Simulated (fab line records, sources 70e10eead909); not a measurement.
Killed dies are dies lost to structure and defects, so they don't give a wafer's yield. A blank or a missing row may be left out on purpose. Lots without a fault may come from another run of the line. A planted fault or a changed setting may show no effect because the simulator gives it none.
A struck lot beside a sound one | flow nand_harc | 38 steps out of a route of 1159
Sound: wafers L823.1, L823.2, L823.4. Struck: wafers L818.2, L818.4, L818.6. The cause comes at the end.
At each step with rows: each side's tool, then ch and its chambers, then its first start. Under that, the readings that differ: sound wafers | struck wafers | difference of the means | sigmas: that difference in standard deviations of wafers without a fault.
alike: readings whose means differ by less than 2 such deviations, and words and numbers that are the same on both sides. not compared: withheld readings, readings that some wafer has no value for, bounds like >300 that may hide the same value, and numbers for which the record gives no deviation and whose values overlap.
The two part at a step that has a row with sigmas, a row that says differs or no value, or rows on one side only. Numbers that don't overlap but have no deviation are shown without sigmas and don't part them. A reading that every wafer of one side lacks parts them only if that side has two wafers or more.

first, 11 steps without rows for these wafers: NHARC_A_STAIRCASE_ETCH_27 (etches the open film in C4F8/O2, target depth 100 nm, time 40.5 s); NHARC_A_STAIRCASE_STRIP_175 (strips in O2); NHARC_A_STAIRCASE_STRIP_148 (strips in SPM, time 900 s); NHARC_A_STAIRCASE_PRECLEAN_149 (cleans in SC1); NHARC_A_STAIRCASE_SRD_150; NHARC_A_STAIRCASE_DEHYDRATE_176 (time 120 s); NHARC_A_STAIRCASE_HMDS_177 (time 30 s); NHARC_A_STAIRCASE_COAT_178; NHARC_A_STAIRCASE_SOFTBAKE_179 (time 170 s); NHARC_A_STAIRCASE_EBR_180; NHARC_A_STAIRCASE_EXPOSE_181 (exposes mask STAIR 2).
NHARC_A_STAIRCASE_PEB_182: peb time 130 s.
  sound on litho_track-05 ch 0, day 15 21:14; struck on litho_track-03, day 15 00:01
  no value came back on the struck wafers for chill_plate_temp_C (C), exhaust_pa (Pa), heater_power_total_W (W); on the sound wafers chill_plate_temp_C (C) reads 23.08 23.02 23.14
then, 3 steps without rows for these wafers: NHARC_A_STAIRCASE_DEVELOP_183 (time 140 s); NHARC_A_STAIRCASE_HARDBAKE_185 (time 140 s); NHARC_A_STAIRCASE_DESCUM_186 (chemistry O2, time 3 s).
NHARC_A_STAIRCASE_TRIM_187: chemistry O2, time 211.2 s.
  sound on rie_diel-12 ch 0,1,3, day 15 21:38; struck on rie_diel-10 ch 2,3, day 15 00:25
  reading      | sound          | struck         | difference | sigmas
  rf_vpp_V (V) | 59.3 58.9 59.1 | 56.5 56.7 56.8 | -2.4       | -3
  alike: chamber_pressure_mTorr, drypump_motor_current_A, oes_product_au, showerhead_plenum_p_Torr, throttle_valve_pct
  not compared: rf_hours_counter_h
then, 3 steps without rows for these wafers: NHARC_A_STAIRCASE_ETCH_188 (etches the open film in C4F8/O2, target depth 100 nm, time 40.5 s); NHARC_A_STAIRCASE_TRIM_189 (chemistry O2, time 211.2 s); NHARC_A_STAIRCASE_ETCH_190 (etches the open film in C4F8/O2, target depth 100 nm, time 40.5 s).
NHARC_A_STAIRCASE_TRIM_191: chemistry O2, time 211.2 s.
  sound on rie_diel-12 ch 0,1,3; struck on rie_diel-10 ch 0,1,3
  alike: chamber_pressure_mTorr, drypump_motor_current_A, oes_product_au, rf_vpp_V, showerhead_plenum_p_Torr, throttle_valve_pct
  not compared: rf_hours_counter_h
then, 1 step without rows for these wafers: NHARC_A_STAIRCASE_ETCH_192 (etches the open film in C4F8/O2, target depth 100 nm, time 40.5 s).
NHARC_A_STAIRCASE_TRIM_193: chemistry O2, time 211.2 s.
  sound on rie_diel-12 ch 0,1,3; struck on rie_diel-10 ch 0,1,3
  alike: chamber_pressure_mTorr, drypump_motor_current_A, oes_product_au, rf_vpp_V, showerhead_plenum_p_Torr, throttle_valve_pct
  not compared: rf_hours_counter_h
then, 1 step without rows for these wafers: NHARC_A_STAIRCASE_ETCH_194 (etches the open film in C4F8/O2, target depth 100 nm, time 40.5 s).
NHARC_A_STAIRCASE_TRIM_196: chemistry O2, time 211.2 s.
  sound on rie_diel-01 ch 0,1,3, day 15 23:16; struck on rie_diel-01 ch 0,2, day 15 01:31
  alike: chamber_pressure_mTorr, drypump_motor_current_A, oes_product_au, rf_vpp_V, showerhead_plenum_p_Torr, throttle_valve_pct
  not compared: rf_hours_counter_h
then, 1 step without rows for these wafers: NHARC_A_STAIRCASE_ETCH_197 (etches the open film in C4F8/O2, target depth 100 nm, time 40.5 s).
NHARC_A_STAIRCASE_TRIM_198: chemistry O2, time 211.2 s.
  sound on rie_diel-01 ch 0,1,2; struck on rie_diel-01 ch 0,2,3
  reading                        | sound             | struck            | difference | sigmas
  chamber_pressure_mTorr (mTorr) | 60.07 60.11 59.98 | 59.94 59.96 59.91 | -0.12      | -2
  alike: drypump_motor_current_A, oes_product_au, rf_vpp_V, showerhead_plenum_p_Torr, throttle_valve_pct
  not compared: rf_hours_counter_h
then, 12 steps without rows for these wafers: NHARC_A_STAIRCASE_ETCH_199 (etches the open film in C4F8/O2, target depth 100 nm, time 40.5 s); NHARC_A_STAIRCASE_TRIM_200 (chemistry O2, time 211.2 s); NHARC_A_STAIRCASE_ETCH_201 (etches the open film in C4F8/O2, target depth 100 nm, time 40.5 s); NHARC_A_STAIRCASE_TRIM_202 (chemistry O2, time 211.2 s); NHARC_A_STAIRCASE_ETCH_203 (etches the open film in C4F8/O2, target depth 100 nm, time 40.5 s); NHARC_A_STAIRCASE_STRIP_205 (strips in O2); NHARC_A_STAIRCASE_STRIP_206 (strips in SPM, time 900 s); NHARC_A_STAIRCASE_PRECLEAN_207 (cleans in SC1); NHARC_A_STAIRCASE_SRD_208; NHARC_A_STAIRCASE_DEHYDRATE_209 (time 120 s); NHARC_A_STAIRCASE_HMDS_210 (time 30 s); NHARC_A_STAIRCASE_COAT_211.

WHERE THEY PART
First at NHARC_A_STAIRCASE_PEB_182; last, within this record, at NHARC_A_STAIRCASE_TRIM_198.

WHY: what the simulator had put in
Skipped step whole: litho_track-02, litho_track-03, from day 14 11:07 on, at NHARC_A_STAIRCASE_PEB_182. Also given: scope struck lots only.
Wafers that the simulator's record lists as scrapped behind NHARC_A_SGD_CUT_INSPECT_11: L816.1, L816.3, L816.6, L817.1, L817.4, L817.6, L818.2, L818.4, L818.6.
